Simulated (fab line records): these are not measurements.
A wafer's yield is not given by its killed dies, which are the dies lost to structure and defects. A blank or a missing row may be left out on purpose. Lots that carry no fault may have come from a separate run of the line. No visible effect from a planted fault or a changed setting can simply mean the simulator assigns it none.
fab line records    flow n5_finfet
record lots=7  wafers=39
route steps=1938 shown BEOL_M6@1212 BEOL_M8@1332 BEOL_M10@1509 BEOL_M12@1656 TV_OPEN@1890
start_h: hours from the record's opening day to when the first of the lot's shown wafers began    wait_h: hours elapsed since this lot's preceding step    " same as the row above    L1.1+2: one row covering several wafers at once    - no value present, or no start provided    * or withheld: withheld    < > ~ a bound
route shown NAME@n: a module of which the file shows steps, and the number in the route of the first    usual: the fault-free wafers' mean and standard deviation    same: alike in all rows    chamber/n: place in a boat    sites: each site's reading    _std_site: the standard deviation of these    _edge_site: mean of outer sites minus mean of inner sites    radius_mm: for every site, how far away it sits from the centre of the wafer    mask NAME#n: copy n    behind: the tool/chamber that last shaped the wafer    hold: cause of the lot's hold/its duration in hours/its outcome    device: the n, p or np transistor that did not switch    end of line: at the end of the route, the tests of the same wafers    a step with no rows: only its recipe    killed: the dies lost at the first sort to structure and to defects; this is not the yield of the wafer    map: shows each die of a wafer: x if killed, . if not, _ if none is there
set.NAME: the setting as run; set.NAME@STEP: as run at that earlier step    model.NAME: the simulator's own value behind a step, which no gauge read
lots whose settings were changed on purpose; a table a step, a row a wafer
## steps
# step N5_BEOL_M6_ETCH_62
# recipe chemistry=N2/H2  target=SOC  target_depth_a=1100  overetch_a=220  mask_material=SiARC  temp_c=40  time_s=165  ion_energy_ev=200  pressure_mtorr=30  source_w=840  bias_w=150  n2_flow_sccm=200  h2_flow_sccm=200
lot.wafer   tool         chamber  start_h  wait_h  set.target_depth_a  model.SiARC_of_BEOL_M6_COAT_60.thk_nm
L074.2      rie_diel-06  1        196.99   0.0     1100                28.8
L074.4      "            3        "        "       1100                28.4
L074.5      "            1        "        "       1100                29
L075.1      rie_diel-06  0        201.44   0.0     1412                26.6
L075.2      "            3        "        "       1100                28.6
L075.3      "            2        "        "       1412                26.4
L075.4      "            1        "        "       1100                29
L075.5      "            0        "        "       1100                28.4
L075.6      "            1        "        "       1412                27.6
L077.1      rie_diel-02  2        226.64   0.0     1100                28.6
L077.2+6    "            1,2      "        "       837.4               29.8
L077.3+5    "            0,1      "        "       1100                28.2
L077.4      "            3        "        "       837.4               30
L080.1+6    rie_diel-06  3        229.72   0.0     1740                25
L080.2      "            1        "        "       1740                25.2
L080.3      "            0        "        "       1100                28
L080.4+5    "            2        "        "       1100                27.8
L084.1      rie_diel-02  0        253.91   0.0     1100                28.2
L084.2+5+6  "            1,0,1    "        "       1487                26.4
L084.3      "            3        "        "       1100                28.6
L084.4      "            2        "        "       1100                28.8
L089.1      rie_diel-02  0        297.30   0.0     671.1               30.4
L089.2      "            2        "        "       1100                28.8
L089.3      "            1        "        "       671.1               30.6
L089.4      "            2        "        "       671.1               30.8
L089.5      "            0        "        "       1100                28.2
L089.6      "            1        "        "       1100                28.4
L091.1+6    rie_diel-05  0,2      299.28   0.0     584.5               31.2
L091.2+4    "            2,3      "        "       1100                28.6
L091.3      "            1        "        "       1100                28.4
L091.5      "            1        "        "       584.5               31
# step N5_BEOL_M6_STRIP_68
# recipe chemistry=N2/H2  temp_c=40  n2_flow_sccm=200  h2_flow_sccm=200  rf_frequency_hz=6e+07
# step N5_BEOL_M6_STRIP_67
# recipe chemistry=CF4  resist=SiARC  power_w=300  bias_power_w=75  pressure_mtorr=50  cf4_flow_sccm=150  rf_frequency_hz=6e+07
# step N5_BEOL_M6_HM_OPEN_17
# recipe chemistry=Cl2/BCl3  target_depth_a=200  overetch_a=60  target=TiN  mask_material=SOC  ion_energy_ev=150  pressure_mtorr=10  icp_w=1000  bias_w=126  Cl2_flow_sccm=53.25  bcl3_flow_sccm=21.75  Ar_flow_sccm=25
lot.wafer  tool          chamber  start_h  wait_h  set.target_depth_a@BEOL_M6_ETCH_62  model.etch.depth_nm
L074.2+4   rie_metal-02  0        197.18   0.0     1100                                20.19
L074.5     "             1        "        "       1100                                20.13
L075.1     rie_metal-01  0        201.63   0.0     1412                                15.84
L075.2     "             1        "        "       1100                                19.57
L075.3     "             1        "        "       1412                                15.7
L075.4     "             0        "        "       1100                                19.55
L075.5     "             0        "        "       1100                                19.52
L075.6     "             1        "        "       1412                                15.88
L077.1     rie_metal-03  1        226.82   0.0     1100                                19.96
L077.2     "             0        "        "       837.4                               20.25
L077.3     "             1        "        "       1100                                20.13
L077.4     "             0        "        "       837.4                               20.29
L077.5     "             1        "        "       1100                                20.14
L077.6     "             0        "        "       837.4                               20.05
L080.1     rie_metal-03  1        229.90   0.0     1740                                12.3
L080.2     "             0        "        "       1740                                11.69
L080.3     "             0        "        "       1100                                19.95
L080.4     "             1        "        "       1100                                20.03
L080.5     "             0        "        "       1100                                20.06
L080.6     "             1        "        "       1740                                12.25
L084.1     rie_metal-01  1        254.09   0.0     1100                                20.16
L084.2     "             0        "        "       1487                                15.36
L084.3     "             0        "        "       1100                                20.15
L084.4     "             1        "        "       1100                                19.99
L084.5     "             0        "        "       1487                                15.39
L084.6     "             1        "        "       1487                                15.3
L089.1     rie_metal-03  0        297.49   0.0     671.1                               19.56
L089.2     "             1        "        "       1100                                19.63
L089.3     "             1        "        "       671.1                               19.46
L089.4     "             0        "        "       671.1                               19.87
L089.5     "             1        "        "       1100                                19.78
L089.6     "             0        "        "       1100                                19.75
L091.1     rie_metal-02  0        299.46   0.0     584.5                               20.02
L091.2     "             1        "        "       1100                                19.99
L091.3     "             1        "        "       1100                                19.45
L091.4     "             0        "        "       1100                                20.02
L091.5     "             0        "        "       584.5                               19.91
L091.6     "             1        "        "       584.5                               19.99
# step N5_BEOL_M6_STRIP_19
# recipe chemistry=O2  power_w=400  temp_c=40  pressure_mtorr=30  rf_frequency_hz=6e+07  bias_power_w=0  overash_fraction=0.2  o2_flow_sccm=225
# step N5_BEOL_M6_ETCH_41
# recipe chemistry=CH3F/O2  target=SiCN  target_depth_a=297  taper_deg=2  time_s=52  ion_energy_ev=120  mask_material=TiN  pressure_mtorr=30  source_w=395  bias_w=75  Ar_flow_sccm=150  CH3F_flow_sccm=30  O2_flow_sccm=20
# step N5_BEOL_M6_STRIP_80
# recipe chemistry=N2/H2  time_s=10  power_w=450  temp_c=40  pressure_mtorr=20  rf_frequency_hz=6e+07  bias_power_w=7  n2_flow_sccm=200  h2_flow_sccm=200
# step N5_BEOL_M6_OCD_MEAS_38
# usual trench_depth_nm=93.5/2.4
lot.wafer  tool    chamber  start_h  wait_h  set.target_depth_a@BEOL_M6_ETCH_62  trench_depth_nm
L074.2     ocd-02  -        200.23   -       1100                                93.6
L074.4     "       -        "        "       1100                                92.9
L074.5     "       -        "        "       1100                                91.6
L075.1     ocd-01  -        204.51   -       1412                                93.7
L075.2     "       -        "        "       1100                                96.8
L075.3     "       -        "        "       1412                                90.1
L075.4     "       -        "        "       1100                                94.8
L075.5     "       -        "        "       1100                                96.1
L075.6     "       -        "        "       1412                                88.8
L077.1     ocd-02  -        229.40   -       1100                                92.0
L077.2     "       -        "        "       837.4                               91.6
L077.3     "       -        "        "       1100                                91.7
L077.4     "       -        "        "       837.4                               79.6
L077.5     "       -        "        "       1100                                92.6
L077.6     "       -        "        "       837.4                               89.8
L080.1     ocd-01  -        231.29   -       1740                                97.8
L080.2     "       -        "        "       1740                                95.2
L080.3     "       -        "        "       1100                                93.5
L080.4     "       -        "        "       1100                                95.6
L080.5     "       -        "        "       1100                                94.1
L080.6     "       -        "        "       1740                                96.6
L084.1     ocd-01  -        255.43   -       1100                                96.4
L084.2     "       -        "        "       1487                                91.7
L084.3     "       -        "        "       1100                                91.7
L084.4     "       -        "        "       1100                                93.6
L084.5     "       -        "        "       1487                                90.7
L084.6     "       -        "        "       1487                                93.5
L089.1     ocd-01  -        298.75   -       671.1                               0.4
L089.2     "       -        "        "       1100                                96.0
L089.3     "       -        "        "       671.1                               -
L089.4     "       -        "        "       671.1                               -
L089.5     "       -        "        "       1100                                93.0
L089.6     "       -        "        "       1100                                91.2
L091.1     ocd-02  -        300.50   -       584.5                               -
L091.2     "       -        "        "       1100                                94.6
L091.3     "       -        "        "       1100                                93.7
L091.4     "       -        "        "       1100                                94.1
L091.5     "       -        "        "       584.5                               -
L091.6     "       -        "        "       584.5                               -
# step N5_BEOL_M8_ILD_DEP_00
# recipe material=SiCOH_lowk  target_thk_a=1797.5  temp_c=300  precursor=DEMS/porogen  pressure_torr=5  rf_w=500  time_s=33.4
lot.wafer  tool      chamber  start_h  wait_h  set.target_thk_a  model.SiCOH_lowk_of_BEOL_M8_ILD_DEP_00.thk_nm
L074.2+5   pecvd-03  1        213.20   0.0     1797.5            181.8
L074.4     "         0        "        "       1797.5            180.8
L075.1     pecvd-01  2        215.54   0.0     1797.5            181.8
L075.2     "         0        "        "       1797.5            178.8
L075.3     "         1        "        "       1797.5            176.8
L075.4     "         0        "        "       1797.5            182.8
L075.5     "         2        "        "       1797.5            185.4
L075.6     "         1        "        "       1797.5            182
L080.1     pecvd-03  1        245.33   0.0     1451              145
L080.2     "         0        "        "       1797.5            177.4
L080.3     "         2        "        "       1797.5            177
L080.4     "         2        "        "       1451              144.6
L080.5     "         1        "        "       1451              146.6
L080.6     "         0        "        "       1797.5            180.4
L077.1     pecvd-03  2        245.62   0.0     1220              121.4
L077.2     "         1        "        "       1220              123.8
L077.3     "         0        "        "       1797.5            178.2
L077.4     "         1        "        "       1797.5            182.2
L077.5     "         2        "        "       1797.5            179.8
L077.6     "         0        "        "       1220              122
L084.1     pecvd-03  2        267.89   0.0     1797.5            178.2
L084.2     "         1        "        "       1797.5            175
L084.3     "         0        "        "       939.2             94
L084.4     "         0        "        "       939.2             93.6
L084.5     "         1        "        "       939.2             96.8
L084.6     "         2        "        "       1797.5            181.6
L089.1     pecvd-03  0        311.73   0.0     1185              118.6
L089.2     "         1        "        "       1185              118
L089.3     "         2        "        "       1797.5            178.6
L089.4     "         0        "        "       1185              120.4
L089.5     "         2        "        "       1797.5            182.4
L089.6     "         1        "        "       1797.5            181.4
L091.1     pecvd-04  2        312.02   0.0     1797.5            177
L091.2     "         1        "        "       2388              232.2
L091.3+6   "         0        "        "       1797.5            179.8
L091.4     "         1        "        "       2388              235.8
L091.5     "         2        "        "       2388              239.6
# step N5_BEOL_M8_CURE_74
# recipe temp_c=385  time_s=240  ambient=He/Ar  material=SiCOH_lowk
lot.wafer  tool        chamber  start_h  wait_h  set.target_thk_a@BEOL_M8_ILD_DEP_00  model.SiCOH_lowk_of_BEOL_M8_ILD_DEP_00.thk_nm
L074.2+5   uv_cure-01  2        213.68   0.5     1797.5                               156.8
L074.4     "           2        "        "       1797.5                               155.8
L075.1     uv_cure-03  2        215.84   0.3     1797.5                               156.8
L075.2     "           2        "        "       1797.5                               154.2
L075.3     "           2        "        "       1797.5                               152.6
L075.4     "           2        "        "       1797.5                               157.6
L075.5     "           2        "        "       1797.5                               160
L075.6     "           2        "        "       1797.5                               157
L080.1     uv_cure-03  1        245.40   0.0     1451                                 124.8
L080.2     "           1        "        "       1797.5                               153
L080.3     "           1        "        "       1797.5                               152.6
L080.4     "           1        "        "       1451                                 124.4
L080.5     "           1        "        "       1451                                 126.2
L080.6     "           1        "        "       1797.5                               155.6
L077.1     uv_cure-02  2        245.68   0.0     1220                                 104.4
L077.2     "           2        "        "       1220                                 106.4
L077.3     "           2        "        "       1797.5                               153.6
L077.4     "           2        "        "       1797.5                               157.2
L077.5     "           2        "        "       1797.5                               155
L077.6     "           2        "        "       1220                                 104.8
L084.1     uv_cure-01  1        267.96   0.0     1797.5                               153.6
L084.2     "           1        "        "       1797.5                               150.8
L084.3     "           1        "        "       939.2                                80.6
L084.4     "           1        "        "       939.2                                80.4
L084.5     "           1        "        "       939.2                                83.2
L084.6     "           1        "        "       1797.5                               156.6
L089.1     uv_cure-01  0        312.01   0.3     1185                                 101.8
L089.2     "           0        "        "       1185                                 101.4
L089.3     "           0        "        "       1797.5                               154
L089.4     "           0        "        "       1185                                 103.4
L089.5     "           0        "        "       1797.5                               157.2
L089.6     "           0        "        "       1797.5                               156.6
L091.1     uv_cure-01  2        312.49   0.4     1797.5                               152.6
L091.2     "           2        "        "       2388                                 200.8
L091.3+6   "           2        "        "       1797.5                               155
L091.4     "           2        "        "       2388                                 204
L091.5     "           2        "        "       2388                                 207.2
# step N5_BEOL_M8_THK_MEAS_01
# recipe reads=SiCOH_lowk_of_BEOL_M8_ILD_DEP_00
# usual M8_ILD_THK=155.0/2.2
lot.wafer  tool           chamber  start_h  wait_h  set.target_thk_a@BEOL_M8_ILD_DEP_00  M8_ILD_THK[nm]
L074.2     film_metro-02  -        214.11   0.4     1797.5                               156.8
L074.4     "              -        "        "       1797.5                               155.8
L074.5     "              -        "        "       1797.5                               156.7
L075.1     film_metro-02  -        216.83   0.8     1797.5                               156.7
L075.2     "              -        "        "       1797.5                               154.1
L075.3     "              -        "        "       1797.5                               152.5
L075.4     "              -        "        "       1797.5                               157.7
L075.5     "              -        "        "       1797.5                               160.0
L075.6     "              -        "        "       1797.5                               156.9
L077.1     film_metro-01  -        246.19   0.4     1220                                 104.3
L077.2     "              -        "        "       1220                                 106.4
L077.3     "              -        "        "       1797.5                               153.7
L077.4     "              -        "        "       1797.5                               157.3
L077.5     "              -        "        "       1797.5                               155.2
L077.6     "              -        "        "       1220                                 104.8
L080.1     film_metro-01  -        246.39   0.8     1451                                 124.8
L080.2     "              -        "        "       1797.5                               153.0
L080.3     "              -        "        "       1797.5                               152.6
L080.4     "              -        "        "       1451                                 124.5
L080.5     "              -        "        "       1451                                 126.3
L080.6     "              -        "        "       1797.5                               155.5
L084.1     film_metro-01  -        268.47   0.4     1797.5                               153.7
L084.2     "              -        "        "       1797.5                               150.7
L084.3     "              -        "        "       939.2                                80.6
L084.4     "              -        "        "       939.2                                80.3
L084.5     "              -        "        "       939.2                                83.1
L084.6     "              -        "        "       1797.5                               156.5
L089.1     film_metro-01  -        312.52   0.4     1185                                 101.7
L089.2     "              -        "        "       1185                                 101.3
L089.3     "              -        "        "       1797.5                               154.0
L089.4     "              -        "        "       1185                                 103.5
L089.5     "              -        "        "       1797.5                               157.2
L089.6     "              -        "        "       1797.5                               156.5
L091.1     film_metro-01  -        313.00   0.4     1797.5                               152.6
L091.2     "              -        "        "       2388                                 200.8
L091.3     "              -        "        "       1797.5                               155.0
L091.4     "              -        "        "       2388                                 203.8
L091.5     "              -        "        "       2388                                 207.3
L091.6     "              -        "        "       1797.5                               155.1
# step N5_BEOL_M10_VIA_ETCH_34
# recipe chemistry=C4F6/O2  target=SiCOH_lowk  target_depth_a=1845  mask_material=SOC  taper_deg=4  time_s=69.2  ion_energy_ev=250  pressure_mtorr=30  source_w=345  bias_w=185  Ar_flow_sccm=300  C4F6_flow_sccm=10  O2_flow_sccm=10
lot.wafer  tool         chamber  start_h  wait_h  set.time_s  model.etch.depth_nm  model.SOC_of_BEOL_M10_COAT_63.thk_nm
L075.1     rie_diel-02  0        236.72   0.0     98.39       265.6                88.8
L075.2     "            1        "        "       69.2        182.7                92.2
L075.3     "            2        "        "       69.2        180.9                92
L075.4     "            3        "        "       98.39       255.4                89.2
L075.5     "            0        "        "       98.39       264.7                89.2
L075.6     "            1        "        "       69.2        182.2                92
L074.2     rie_diel-02  0        237.77   0.0     69.2        186.2                92.4
L074.4     "            1        "        "       69.2        181                  92
L074.5     "            3        "        "       69.2        180.4                92.6
L077.1     rie_diel-02  1        266.57   0.0     69.2        184.4                92.4
L077.2     "            0        "        "       98.47       271.6                88.8
L077.3     "            2        "        "       69.2        180.6                92.4
L077.4     "            0        "        "       98.47       270.6                89.2
L077.5     "            1        "        "       98.47       261.6                89
L077.6     "            2        "        "       69.2        180.1                92.4
L080.1     rie_diel-02  0        267.04   0.0     69.2        191                  92.2
L080.2     "            2        "        "       69.2        180.8                92.6
L080.3     "            1        "        "       55.72       149.5                93.8
L080.4     "            2        "        "       69.2        180.6                92.4
L080.5     "            0        "        "       55.72       152.6                93.6
L080.6     "            1        "        "       55.72       149.2                93.6
L084.1     rie_diel-06  1        292.43   0.0     69.2        185.6                92.4
L084.2     "            3        "        "       99.99       266                  88.8
L084.3     "            2        "        "       99.99       279.1                88
L084.4     "            0        "        "       69.2        188.6                92.2
L084.5     "            1        "        "       69.2        186.2                92.4
L084.6     "            2        "        "       99.99       279.8                87.6
L089.1     rie_diel-02  3        335.86   0.0     69.2        194.4                91.8
L089.2     "            0        "        "       69.2        191                  91.6
L089.3     "            2        "        "       69.2        180.5                92.2
L089.4     "            1        "        "       94.63       252.2                88.6
L089.5     "            3        "        "       94.63       266.3                88.6
L089.6     "            0        "        "       94.63       260.1                88.8
L091.1     rie_diel-05  2        338.18   0.0     69.2        176.9                92.8
L091.2     "            0        "        "       69.2        180.1                92.6
L091.3     "            1        "        "       69.2        186.3                92.2
L091.4     "            3        "        "       69.2        181.5                92.4
L091.5     "            3        "        "       69.2        184.6                92.2
L091.6     "            2        "        "       69.2        175.9                92.4
# step N5_BEOL_M12_DEP_53
# recipe material=SiCN  target_thk_a=300  temp_c=withheld  precursor=3MS/NH3  pressure_torr=3  rf_w=675  time_s=10.5
lot.wafer  tool      chamber  start_h  wait_h  set.target_thk_a  model.SiCN_of_BEOL_M12_DEP_53.thk_nm
L075.1     pecvd-04  0        253.74   0.0     300               29.2
L075.2     "         1        "        "       413.8             41
L075.3     "         2        "        "       413.8             40.6
L075.4     "         0        "        "       413.8             41.2
L075.5+6   "         2,1      "        "       300               30.2
L074.2     pecvd-01  2        260.85   0.0     300               29.4
L074.4     "         2        "        "       300               30.2
L074.5     "         1        "        "       300               30.8
L077.1     pecvd-01  2        278.61   0.0     478.3             47
L077.2     "         0        "        "       300               29.8
L077.3     "         1        "        "       300               30.2
L077.4     "         0        "        "       300               30.4
L077.5     "         2        "        "       478.3             47.8
L077.6     "         1        "        "       478.3             48.2
L080.1     pecvd-01  2        287.45   0.0     300               30
L080.2     "         1        "        "       300               30.4
L080.3+4   "         0,2      "        "       167.1             17
L080.5     "         0        "        "       300               30.6
L080.6     "         1        "        "       167.1             17.4
L084.1+4   pecvd-01  1,2      307.01   0.0     300               30.2
L084.2     "         0        "        "       300               29.8
L084.3     "         2        "        "       418.5             41.2
L084.5     "         1        "        "       418.5             42.4
L084.6     "         0        "        "       418.5             42.6
L091.1     pecvd-04  0        359.73   0.0     402.5             40
L091.2     "         1        "        "       402.5             40.4
L091.3     "         2        "        "       402.5             40.2
L091.4     "         0        "        "       300               30.2
L091.5+6   "         2,1      "        "       300               30.4
L089.1     pecvd-01  1        360.27   0.0     300               30
L089.2+4   "         0,1      "        "       151.2             15.8
L089.3     "         2        "        "       151.2             14.8
L089.5+6   "         0,2      "        "       300               30.2
# step N5_PASSIVATION_ETCH_15
# recipe chemistry=CF4/N2  target=SiCN  target_depth_a=750  taper_deg=2  time_s=81.2  ion_energy_ev=150  mask_material=SiNx  pressure_mtorr=40  source_w=430  bias_w=70  Ar_flow_sccm=100  cf4_flow_sccm=60  n2_flow_sccm=60
lot.wafer  tool         chamber  start_h  wait_h  set.target_depth_a  model.etch.depth_nm
L075.1     rie_diel-04  3        -        -       750                 63.69
L075.2     "            1        "        "       750                 67.2
L075.3     "            2        "        "       750                 64.27
L075.4     "            0        "        "       750                 64.82
L075.5     "            2        "        "       750                 64.77
L075.6     "            1        "        "       750                 67.74
L074.2     rie_diel-04  2        -        -       750                 64.63
L074.4     "            3        "        "       750                 64.55
L074.5     "            2        "        "       750                 64.13
L077.1     rie_diel-04  3        -        -       750                 64.38
L077.2     "            1        "        "       888                 79.86
L077.3     "            0        "        "       750                 64.32
L077.4     "            1        "        "       750                 67.73
L077.5     "            0        "        "       888                 76.53
L077.6     "            3        "        "       888                 75.57
L080.1     rie_diel-01  2        -        -       750                 67.06
L080.2     "            1        "        "       919.6               80.06
L080.3     "            0        "        "       750                 61.84
L080.4     "            3        "        "       919.6               77.4
L080.5     "            1        "        "       919.6               80.97
L080.6     "            2        "        "       750                 67.31
L084.1     rie_diel-03  2        -        -       750                 65.91
L084.2     "            3        "        "       750                 68.58
L084.3     "            1        "        "       750                 64.03
L084.4     "            0        "        "       750                 66.06
L084.5     "            1        "        "       750                 63.59
L084.6     "            0        "        "       750                 65.54
L091.1     rie_diel-01  2        -        -       750                 66.54
L091.2     "            0        "        "       750                 62.39
L091.3     "            3        "        "       1131                93.94
L091.4     "            3        "        "       1131                93.63
L091.5     "            0        "        "       1131                93.55
L091.6     "            2        "        "       750                 66.81
L089.1     rie_diel-04  2        -        -       750                 65.44
L089.2     "            0        "        "       483.7               42.24
L089.3     "            3        "        "       483.7               41.7
L089.4     "            1        "        "       750                 68.07
L089.5     "            1        "        "       750                 68.57
L089.6     "            2        "        "       483.7               42.18
## key
split step=N5_BEOL_M6_ETCH_62  setting=target_depth_a  stated=1100  by=wafer
response step=N5_BEOL_M6_ETCH_62  reading=model.SiARC_of_BEOL_M6_COAT_60.thk_nm  change=-0.0546  per=1%  r=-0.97
response step=N5_BEOL_M6_HM_OPEN_17  reading=model.etch.depth_nm  shape=bent  at_lowest=19.97  at_stated=19.92  at_highest=12.08
response step=N5_BEOL_M6_OCD_MEAS_38  reading=trench_depth_nm  shape=bent  at_lowest=0.4  at_stated=93.8  at_highest=96.5
split step=N5_BEOL_M8_ILD_DEP_00  setting=target_thk_a  stated=1797.5  by=wafer
response step=N5_BEOL_M8_ILD_DEP_00  reading=model.SiCOH_lowk_of_BEOL_M8_ILD_DEP_00.thk_nm  change=+1.76  per=1%  r=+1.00
response step=N5_BEOL_M8_CURE_74  reading=model.SiCOH_lowk_of_BEOL_M8_ILD_DEP_00.thk_nm  change=+1.53  per=1%  r=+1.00
response step=N5_BEOL_M8_THK_MEAS_01  reading=M8_ILD_THK  change=+1.53  per=1%  r=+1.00
split step=N5_BEOL_M10_VIA_ETCH_34  setting=time_s  stated=69.2  by=wafer
response step=N5_BEOL_M10_VIA_ETCH_34  reading=model.etch.depth_nm  change=+1.95  per=1%  r=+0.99
response step=N5_BEOL_M10_VIA_ETCH_34  reading=model.SOC_of_BEOL_M10_COAT_63.thk_nm  change=-0.0824  per=1%  r=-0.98
split step=N5_BEOL_M12_DEP_53  setting=target_thk_a  stated=300  by=wafer
response step=N5_BEOL_M12_DEP_53  reading=model.SiCN_of_BEOL_M12_DEP_53.thk_nm  change=+0.296  per=1%  r=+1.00
split step=N5_PASSIVATION_ETCH_15  setting=target_depth_a  stated=750  by=wafer
response step=N5_PASSIVATION_ETCH_15  reading=model.etch.depth_nm  change=+0.614  per=1%  r=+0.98
